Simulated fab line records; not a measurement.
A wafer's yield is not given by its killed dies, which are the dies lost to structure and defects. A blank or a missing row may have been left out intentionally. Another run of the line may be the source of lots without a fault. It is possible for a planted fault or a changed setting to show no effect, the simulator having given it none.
fab line records	flow n5-finfet	part 1 of 2: steps 1 to 3 of 6
record lots=21	wafers=63	last-day=17
route steps=1938 shown BEOL_M4@1037
lots that met no fault: from a run of the same line without faults
start-h: hours from the record's first day to the start of the lot's first wafer shown	wait-h: hours elapsed since this lot's preceding step	" identical to the entry in the row above	L1.1+2: a row that stands for several wafers	- value missing, or start not given	* or withheld: withheld	< > ~ a bound
route shown NAME@n: a module of which the file shows steps, and the number in the route of the first	usual: mean and standard deviation over wafers with no fault	same: alike in all rows	chamber/n: place in a boat	sites: per-site readings	_std_site: the values' standard deviation	_edge_site: outer sites' mean less inner sites'	radius-mm: for every site, how far away it sits from the centre of the wafer	mask NAME#n: copy n	behind: the last tool/chamber to shape the wafer	hold: the reason the lot was held/the length of the hold in hours/how it ended	device: transistor that didn't switch, given as n, p or np	end of line: tests of these same wafers at the route's end	a step without rows: its recipe alone	killed: the dies lost at the first sort to structure and to defects; this is not the yield of the wafer	map: per-die view of a wafer (x killed, . not killed, _ where there is no die)
set.NAME: the setting as run; set.NAME@STEP: as run at that earlier step	model.NAME: the simulator's own value behind a step, which no gauge read
the route's steps for a sample of lots (tables are steps, rows are wafers)
services: a tool's chamber out of use, with start hour (start-h, from the record's first day; less than 0 if before it), hours out, and reason
## steps
# step N5_BEOL_M4_DESCUM_16
# recipe chemistry=O2	time-s=7	source-power-w=50	bias-power-w=20	pressure-mtorr=20	rf-frequency-hz=2.712e+07	temp-c=40	resist=CAR-EUV	o2-flow-sccm=225
# usual drypump-motor-current-A=5.6/0.41	o2-flow-sccm=224.9/0.65	oes-product-au=0.79/0.092	rf-vpp-V=243.1/1.3	showerhead-plenum-p-Torr=2.09/0.074	throttle-valve-pct=20.41/0.18
lot.wafer	tool	chamber	start-h	wait-h	drypump-motor-current-A	o2-flow-sccm	oes-product-au	rf-hours-counter-h	rf-vpp-V	showerhead-plenum-p-Torr	throttle-valve-pct
L074.1	rie-diel-03	0	152.20	0.2	6.1	225.1	0.82	93	242.9	2.04	20.53
L074.3	"	2	"	"	6.2	225.3	0.75	159	243.1	2.01	20.47
L074.6	"	0	"	"	6.1	224.7	0.82	-	242.4	2.04	20.52
L076.1	rie-diel-05	0	161.72	0.0	5.7	224.6	0.71	187	243.5	2.07	20.47
L076.4	"	2	"	"	5.7	224.5	0.74	185	246.6	2.18	20.10
L076.6	"	0	"	"	5.7	225.4	0.71	-	242.8	2.07	20.46
L075.1	rie-diel-05	3	163.17	0.1	5.2	225.3	0.94	8	242.3	2.05	20.45
L075.3	"	0	"	"	5.7	224.3	0.71	188	241.2	2.07	20.47
L075.6	"	1	"	"	5.2	224.3	0.73	-	243.0	2.08	20.43
L077.2	rie-diel-06	0	186.54	0.1	5.0	224.8	0.70	239	243.5	2.17	20.79
L077.3	"	1	"	"	5.4	223.2	0.76	141	243.0	2.08	20.12
L077.5	"	1	"	"	5.4	224.6	0.76	-	241.7	2.08	20.11
L079.2	rie-diel-06	3	190.19	0.0	6.4	226.1	0.71	204	241.8	1.99	20.35
L079.4	"	1	"	"	5.4	224.6	0.77	143	242.5	2.08	20.13
L079.6	"	0	"	"	5.0	224.9	0.69	-	243.8	2.17	20.80
L078.1	rie-diel-06	1	190.80	0.0	5.4	224.5	0.77	143	243.1	2.08	20.11
L078.2	"	3	"	"	6.4	225.1	0.71	205	241.5	1.99	20.35
L078.5	"	0	"	"	5.0	224.8	0.69	-	244.0	2.17	20.80
L080.1	rie-diel-03	1	195.52	0.0	5.3	225.1	0.95	15	244.9	2.16	20.60
L080.4	"	2	"	"	6.2	225.5	0.73	177	243.3	2.01	20.51
L080.5	"	3	"	"	5.6	224.9	0.88	-	243.5	2.04	20.31
L081.3	rie-diel-03	2	196.08	0.0	6.2	224.6	0.72	177	241.2	2.01	20.51
L081.5	"	1	"	"	5.3	225.2	0.95	-	243.7	2.17	20.59
L081.6	"	2	"	"	6.2	224.9	0.73	-	242.3	2.01	20.53
L082.1	rie-diel-05	3	196.70	0.0	5.2	224.6	0.92	21	244.2	2.05	20.49
L082.2	"	1	"	"	5.2	225.5	0.73	194	242.1	2.08	20.44
L082.5	"	0	"	"	5.7	225.0	0.72	-	242.0	2.07	20.50
L083.2	rie-diel-05	3	203.63	0.0	5.2	224.7	0.91	25	242.9	2.04	20.50
L083.3	"	2	"	"	5.6	224.4	0.74	194	242.1	2.17	20.11
L083.4	"	1	"	"	5.2	223.5	0.71	197	241.6	2.07	20.46
L084.1	rie-diel-06	0	203.98	0.0	5.0	224.6	0.69	246	244.4	2.17	20.80
L084.2	"	3	"	"	6.4	224.7	0.71	209	242.5	1.99	20.35
L084.3	"	1	"	"	5.4	225.7	0.76	147	243.0	2.08	20.14
L086.1	rie-diel-03	0	235.77	0.3	6.1	224.3	0.78	122	242.1	2.03	20.57
L086.2	"	2	"	"	6.2	224.5	0.72	193	242.5	2.00	20.55
L086.4	"	3	"	"	5.6	225.3	0.86	64	242.1	2.03	20.34
L088.2	rie-diel-05	2	238.25	0.1	5.7	224.8	0.74	206	244.5	2.17	20.13
L088.3	"	1	"	"	5.2	224.2	0.71	208	241.8	2.07	20.45
L088.5	"	1	"	"	5.2	224.5	0.71	-	242.8	2.07	20.46
L087.1	rie-diel-05	2	238.48	0.0	5.6	225.3	0.73	206	244.0	2.17	20.14
L087.5	"	1	"	"	5.2	224.1	0.71	-	243.6	2.07	20.48
L087.6	"	2	"	"	5.7	224.6	0.74	-	244.3	2.17	20.11
L089.2	rie-diel-05	0	247.80	0.0	5.7	224.3	0.69	214	242.3	2.06	20.51
L089.5	"	0	"	"	5.7	224.4	0.69	-	243.5	2.06	20.51
L089.6	"	1	"	"	5.2	224.9	0.70	-	243.9	2.07	20.49
L091.1	rie-diel-05	0	251.13	0.3	5.7	224.4	0.69	217	242.7	2.06	20.51
L091.2	"	1	"	"	5.2	224.3	0.70	213	242.7	2.07	20.48
L091.6	"	1	"	"	5.2	226.3	0.71	-	242.3	2.07	20.47
L093.2	rie-diel-03	2	266.89	0.0	6.2	224.7	0.70	203	241.5	2.00	20.55
L093.5	"	2	"	"	6.2	225.2	0.71	-	241.5	2.00	20.56
L093.6	"	3	"	"	5.6	225.1	0.85	-	242.0	2.03	20.35
L094.3	rie-diel-03	3	275.22	0.0	5.6	225.4	0.85	77	242.9	2.03	20.37
L094.4	"	1	"	"	5.3	225.6	0.90	43	243.1	2.16	20.62
L094.5	"	1	"	"	5.3	225.8	0.90	-	244.4	2.15	20.64
L095.1	rie-diel-05	1	283.41	0.1	5.2	225.6	0.70	224	243.2	2.07	20.50
L095.2	"	2	"	"	5.7	224.8	0.73	223	244.6	2.16	20.15
L095.6	"	0	"	"	5.7	225.4	0.68	-	243.7	2.06	20.54
L096.1	rie-diel-06	0	289.91	0.1	5.0	224.2	0.93	15	244.0	2.16	20.46
L096.2	"	3	"	"	6.4	224.2	0.68	238	241.1	1.98	20.39
L096.5	"	3	"	"	6.5	225.2	0.68	-	242.2	1.98	20.39
L097.1	rie-diel-03	3	294.04	0.0	5.6	225.6	0.84	82	242.6	2.03	20.37
L097.2	"	0	"	"	6.1	224.2	0.76	144	242.3	2.02	20.61
L097.5	"	0	"	"	6.1	223.7	0.77	-	243.7	2.02	20.60
# step N5_BEOL_M4_VIA_ETCH_34
# recipe chemistry=C4F6/O2	target-depth-a=694	mask-material=SOC	pressure-mtorr=15	ion-energy-ev=250	taper-deg=4	time-s=65.9	source-w=350	bias-w=170	Ar_flow_sccm=300	C4F6_flow_sccm=10	O2_flow_sccm=10
# usual drypump-motor-current-A=5.7/0.43	oes_o_777_au=0.80/0.084	oes-product-au=0.80/0.092	rf-vpp-V=668/11	showerhead-plenum-p-Torr=2.82/0.095	throttle-valve-pct=30.66/0.19
lot.wafer	tool	chamber	start-h	wait-h	drypump-motor-current-A	oes_o_777_au	oes-product-au	rf-hours-counter-h	rf-vpp-V	showerhead-plenum-p-Torr	throttle-valve-pct
L074.1	rie-diel-06	0	154.93	0.0	5.1	0.72	0.69	225	683	2.92	30.90
L074.3	"	2	"	"	5.7	0.68	0.65	249	644	2.67	30.39
L074.6	"	2	"	"	5.7	0.69	0.66	-	645	2.67	30.41
L076.1	rie-diel-03	1	163.57	0.0	5.3	1.01	1.01	3	687	2.90	30.73
L076.4	"	0	"	"	6.1	0.83	0.82	98	665	2.76	30.94
L076.6	"	3	"	"	5.6	0.85	0.89	-	670	2.78	30.70
L075.1	rie-diel-03	0	166.54	0.0	6.1	0.83	0.82	98	663	2.76	30.94
L075.3	"	1	"	"	5.3	1.00	1.00	3	687	2.90	30.73
L075.6	"	1	"	"	5.3	1.00	1.00	-	688	2.90	30.76
L077.2	rie-diel-03	3	188.39	0.0	5.6	0.83	0.89	46	670	2.78	30.71
L077.3	"	2	"	"	6.2	0.77	0.74	174	663	2.72	30.70
L077.5	"	2	"	"	6.2	0.78	0.74	-	664	2.72	30.71
L079.2	rie-diel-03	1	191.54	0.0	5.3	0.96	0.96	14	688	2.90	30.77
L079.4	"	0	"	"	6.1	0.81	0.80	108	663	2.76	30.95
L079.6	"	1	"	"	5.3	0.96	0.95	-	689	2.90	30.76
L078.1	rie-diel-06	0	194.50	0.0	5.0	0.70	0.68	242	682	2.91	30.92
L078.2	"	3	"	"	6.4	0.73	0.70	206	665	2.72	30.56
L078.5	"	0	"	"	5.0	0.70	0.69	-	683	2.91	30.90
L081.3	rie-diel-03	0	197.67	0.0	6.1	0.82	0.80	110	663	2.76	30.95
L081.5	"	2	"	"	6.2	0.77	0.74	-	663	2.72	30.70
L081.6	"	3	"	"	5.6	0.83	0.86	-	672	2.78	30.71
L080.1	rie-diel-06	1	197.88	0.0	5.4	0.77	0.76	145	661	2.83	30.40
L080.4	"	0	"	"	5.0	0.70	0.69	244	684	2.91	30.92
L080.5	"	2	"	"	5.6	0.97	0.95	-	656	3.01	30.33
L082.1	rie-diel-03	1	198.14	0.0	5.3	0.96	0.94	15	688	2.90	30.75
L082.2	"	3	"	"	5.6	0.82	0.87	49	672	2.78	30.71
L082.5	"	2	"	"	6.2	0.77	0.73	-	662	2.72	30.70
L083.2	rie-diel-06	3	210.36	0.0	6.4	0.73	0.70	211	666	2.71	30.58
L083.3	"	1	"	"	5.4	0.76	0.77	148	661	2.83	30.41
L083.4	"	0	"	"	5.0	0.69	0.69	247	683	2.91	30.93
L084.1	rie-diel-06	0	217.15	0.0	5.0	0.69	0.68	249	684	2.91	30.91
L084.2	"	1	"	"	5.4	0.76	0.76	151	661	2.83	30.40
L084.3	"	3	"	"	6.4	0.72	0.70	213	666	2.71	30.58
L086.1	rie-diel-05	2	237.62	0.0	5.7	0.73	0.74	205	686	2.95	30.46
L086.2	"	0	"	"	5.7	0.73	0.70	211	644	2.81	30.79
L086.4	"	1	"	"	5.2	0.71	0.70	208	662	2.82	30.71
L088.2	rie-diel-06	1	239.56	0.0	5.4	0.75	0.75	161	661	2.82	30.41
L088.3	"	3	"	"	6.4	0.71	0.69	223	665	2.71	30.60
L088.5	"	2	"	"	5.7	0.91	0.90	-	656	3.00	30.34
L087.1	rie-diel-03	1	242.98	0.0	5.3	0.92	0.90	32	686	2.89	30.76
L087.5	"	3	"	"	5.6	0.81	0.84	-	672	2.77	30.73
L087.6	"	2	"	"	6.2	0.75	0.72	-	663	2.71	30.72
L089.2	rie-diel-03	0	257.58	0.0	6.1	0.80	0.78	128	665	2.75	30.98
L089.5	"	3	"	"	5.6	0.81	0.84	-	671	2.77	30.73
L089.6	"	2	"	"	6.2	0.75	0.72	-	663	2.71	30.73
L091.1	rie-diel-03	3	259.73	0.0	5.6	0.81	0.84	71	671	2.77	30.73
L091.2	"	1	"	"	5.3	0.91	0.90	37	688	2.89	30.78
L091.6	"	2	"	"	6.2	0.76	0.72	-	663	2.71	30.71
L093.2	rie-diel-05	0	269.17	0.0	5.7	0.73	0.69	223	644	2.80	30.81
L093.5	"	1	"	"	5.2	0.70	0.70	-	664	2.81	30.70
L093.6	"	2	"	"	5.6	0.72	0.72	-	686	2.95	30.47
L094.3	rie-diel-06	2	277.91	0.0	5.6	0.88	0.87	36	658	2.99	30.37
L094.4	"	1	"	"	5.4	0.75	0.73	174	661	2.82	30.44
L094.5	"	1	"	"	5.4	0.75	0.74	-	660	2.82	30.43
L095.1	rie-diel-03	1	286.26	0.0	5.3	0.90	0.88	47	686	2.88	30.79
L095.2	"	0	"	"	6.1	0.79	0.78	140	664	2.75	30.97
L095.6	"	1	"	"	5.3	0.90	0.90	-	687	2.88	30.79
L096.1	rie-diel-06	2	302.88	0.0	5.6	0.87	0.86	44	654	2.99	30.37
L096.2	"	0	"	"	5.0	0.91	0.91	19	682	2.90	30.72
L096.5	"	2	"	"	5.6	0.87	0.86	-	656	2.99	30.37
L097.1	rie-diel-06	1	306.21	0.0	5.4	0.74	0.73	183	661	2.81	30.45
L097.2	"	2	"	"	5.7	0.87	0.87	45	656	2.99	30.39
L097.5	"	0	"	"	5.0	0.91	0.91	-	681	2.90	30.74
# step N5_BEOL_M4_STRIP_36
# recipe chemistry=N2/H2	power-w=450	temp-c=40	pressure-mtorr=20	rf-frequency-hz=6e+07	overash-fraction=0.3	bias-power-w=7	h2-frac=0.5	n2-flow-sccm=200	h2-flow-sccm=200
# usual drypump-motor-current-A=5.7/0.43	h2-flow-sccm=200.0/0.59	n2-flow-sccm=200.0/0.52	oes-product-au=0.80/0.095	rf-vpp-V=59.2/1.5	showerhead-plenum-p-Torr=2.52/0.095	throttle-valve-pct=23.53/0.26
lot.wafer	tool	chamber	start-h	wait-h	drypump-motor-current-A	h2-flow-sccm	n2-flow-sccm	oes-product-au	rf-hours-counter-h	rf-vpp-V	showerhead-plenum-p-Torr	throttle-valve-pct
L074.1	rie-diel-06	0	154.99	0.0	5.0	200.0	201.0	0.71	225	59.0	2.61	23.81
L074.3	"	2	"	"	5.7	199.1	200.1	0.66	249	59.3	2.40	23.43
L074.6	"	2	"	"	5.6	199.0	199.6	0.66	-	60.0	2.40	23.50
L076.1	rie-diel-03	1	163.63	0.0	5.3	200.6	200.1	1.01	3	56.8	2.60	23.79
L076.4	"	0	"	"	6.1	199.7	199.7	0.81	98	58.5	2.45	23.41
L076.6	"	3	"	"	5.6	200.4	200.0	0.91	-	58.2	2.48	23.55
L075.1	rie-diel-03	0	166.60	0.0	6.1	199.8	200.5	0.82	98	58.4	2.45	23.41
L075.3	"	1	"	"	5.3	199.9	199.9	1.00	3	59.3	2.60	23.81
L075.6	"	1	"	"	5.3	200.1	200.6	0.98	-	60.2	2.60	23.78
L077.2	rie-diel-03	3	188.45	0.0	5.6	200.1	200.4	0.90	46	59.1	2.48	23.56
L077.3	"	2	"	"	6.2	200.3	199.9	0.73	174	59.8	2.44	23.83
L077.5	"	2	"	"	6.2	199.7	200.3	0.73	-	58.0	2.44	23.84
L079.2	rie-diel-03	1	191.60	0.0	5.3	199.9	200.0	0.96	14	60.5	2.60	23.81
L079.4	"	0	"	"	6.1	200.7	200.0	0.81	108	57.8	2.44	23.44
L079.6	"	1	"	"	5.3	200.2	200.5	0.96	-	57.5	2.60	23.80
L078.1	rie-diel-06	0	194.56	0.0	5.1	200.2	201.0	0.69	242	61.4	2.60	23.86
L078.2	"	3	"	"	6.5	199.5	200.4	0.71	206	59.6	2.40	23.36
L078.5	"	0	"	"	5.0	199.8	200.6	0.72	-	56.4	2.60	23.82
L081.3	rie-diel-03	0	197.73	0.0	6.1	199.8	200.8	0.80	110	57.5	2.44	23.40
L081.5	"	2	"	"	6.3	200.8	200.7	0.73	-	57.6	2.44	23.87
L081.6	"	3	"	"	5.6	199.8	199.5	0.88	-	58.7	2.48	23.53
L080.1	rie-diel-06	1	197.95	0.0	5.4	199.8	200.1	0.76	145	60.9	2.53	23.07
L080.4	"	0	"	"	5.1	200.4	199.3	0.70	244	61.6	2.60	23.86
L080.5	"	2	"	"	5.7	199.4	200.3	0.94	-	61.5	2.72	23.24
L082.1	rie-diel-03	1	198.20	0.0	5.3	200.5	199.3	0.96	15	60.5	2.60	23.78
L082.2	"	3	"	"	5.6	199.6	199.7	0.89	49	58.7	2.48	23.55
L082.5	"	2	"	"	6.2	200.4	199.7	0.73	-	58.4	2.44	23.87
L083.2	rie-diel-06	3	210.43	0.0	6.4	200.0	200.0	0.70	211	57.8	2.40	23.37
L083.3	"	1	"	"	5.4	200.2	200.3	0.75	148	60.7	2.53	23.11
L083.4	"	0	"	"	5.1	199.2	199.7	0.69	247	60.3	2.60	23.86
L084.1	rie-diel-06	0	217.21	0.0	5.0	200.1	200.9	0.68	249	61.5	2.60	23.85
L084.2	"	1	"	"	5.4	200.6	199.7	0.75	151	59.6	2.53	23.10
L084.3	"	3	"	"	6.4	199.7	200.6	0.69	213	59.8	2.40	23.38
L086.1	rie-diel-05	2	237.68	0.0	5.7	199.9	199.7	0.74	205	59.0	2.61	23.18
L086.2	"	0	"	"	5.7	199.9	200.0	0.70	211	59.9	2.51	23.61
L086.4	"	1	"	"	5.2	200.6	200.4	0.71	208	58.4	2.51	23.75
L088.2	rie-diel-06	1	239.63	0.0	5.4	198.8	200.2	0.75	161	60.9	2.52	23.11
L088.3	"	3	"	"	6.4	199.6	200.6	0.69	223	60.4	2.40	23.39
L088.5	"	2	"	"	5.7	199.9	199.7	0.90	-	60.8	2.71	23.27
L087.1	rie-diel-03	1	243.04	0.0	5.3	200.5	199.2	0.90	32	62.8	2.59	23.85
L087.5	"	3	"	"	5.6	200.1	200.4	0.86	-	60.1	2.47	23.58
L087.6	"	2	"	"	6.2	198.7	200.2	0.70	-	59.2	2.43	23.86
L089.2	rie-diel-03	0	257.64	0.0	6.1	200.2	200.0	0.78	129	58.7	2.43	23.49
L089.5	"	3	"	"	5.6	200.1	200.0	0.86	-	60.1	2.47	23.58
L089.6	"	2	"	"	6.1	200.4	199.7	0.70	-	61.7	2.43	23.90
L091.1	rie-diel-03	3	259.79	0.0	5.6	199.7	200.9	0.85	71	59.6	2.47	23.59
L091.2	"	1	"	"	5.3	200.0	201.1	0.91	37	59.6	2.59	23.85
L091.6	"	2	"	"	6.2	199.5	199.3	0.72	-	56.5	2.43	23.90
L093.2	rie-diel-05	0	269.23	0.0	5.7	199.1	199.9	0.69	223	57.6	2.50	23.58
L093.5	"	1	"	"	5.2	199.2	200.0	0.70	-	58.6	2.51	23.73
L093.6	"	2	"	"	5.7	199.7	200.3	0.73	-	59.7	2.61	23.20
L094.3	rie-diel-06	2	277.97	0.0	5.6	200.7	199.3	0.89	36	58.2	2.70	23.26
L094.4	"	1	"	"	5.4	200.9	200.5	0.73	174	58.3	2.52	23.10
L094.5	"	1	"	"	5.4	200.3	200.6	0.75	-	59.5	2.52	23.10
L095.1	rie-diel-03	1	286.32	0.0	5.3	200.5	199.3	0.89	47	60.8	2.58	23.84
L095.2	"	0	"	"	6.1	199.9	199.5	0.78	140	60.1	2.43	23.47
L095.6	"	1	"	"	5.3	201.2	200.3	0.88	-	59.0	2.58	23.89
L096.1	rie-diel-06	2	302.94	0.0	5.7	200.2	199.5	0.86	44	60.2	2.70	23.33
L096.2	"	0	"	"	5.1	201.4	200.1	0.93	19	59.5	2.59	23.60
L096.5	"	2	"	"	5.6	199.1	199.1	0.87	-	59.6	2.70	23.28
L097.1	rie-diel-06	1	306.27	0.0	5.4	200.6	199.4	0.73	183	58.5	2.51	23.13
L097.2	"	2	"	"	5.6	198.9	199.0	0.86	45	63.2	2.70	23.34
L097.5	"	0	"	"	5.0	199.8	199.5	0.91	-	56.7	2.59	23.59
